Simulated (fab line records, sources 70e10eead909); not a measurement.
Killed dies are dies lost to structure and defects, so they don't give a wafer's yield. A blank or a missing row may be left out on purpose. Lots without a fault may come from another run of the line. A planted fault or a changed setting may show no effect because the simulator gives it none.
Chamber matching | flow nand_harc | NHARC_A_STAIRCASE_ALD_415 on ald_hk-02: 4 sister chambers
The step deposits SiO2, target thk 30 nm, pulse time 6 s, ald cycles 300. 4 wafers are shown with their chamber, then 8 later ones without.

WAFERS WITH THEIR CHAMBER
wafer  | chamber | heater_power_w (W)
L095.1 | 0       | 446
L095.3 | 3       | 487
L095.4 | 1       | 404
L095.2 | 2       | 459

WAFERS WITHOUT THEIR CHAMBER
wafer  | heater_power_w (W)
L095.5 | 450
L095.6 | 406
L096.3 | 401
L096.4 | 492
L096.5 | 491
L096.1 | 453
L096.2 | 449
L096.6 | 454

WHICH CHAMBER EACH WENT THROUGH
wafer  | from the rows above     | in truth
L095.5 | can't be placed: 0 or 2 | 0
L095.6 | 1                       | 1
L096.3 | 1                       | 1
L096.4 | 3                       | 3
L096.5 | 3                       | 3
L096.1 | can't be placed: 2 or 0 | 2
L096.2 | can't be placed: 0 or 2 | 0
L096.6 | can't be placed: 2 or 0 | 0
Placed correctly: 4 of 8. Can't be placed from these rows: 4 (the true chamber is among the candidates in 4). Placed wrongly: 0.
How it was worked out, from the rows above alone: a wafer's distance from a chamber is the root of the sum, over the readings, of the square of ((its reading less the chamber's mean) divided by the reading's scatter). The wafer belongs to the nearest chamber; if the next one is less than 2 further off, it can't be placed. A chamber's mean is the mean of its shown wafers. The scatter: with one shown wafer a chamber, the root of the mean of the squares of how far each hidden wafer lies from its nearest shown one.
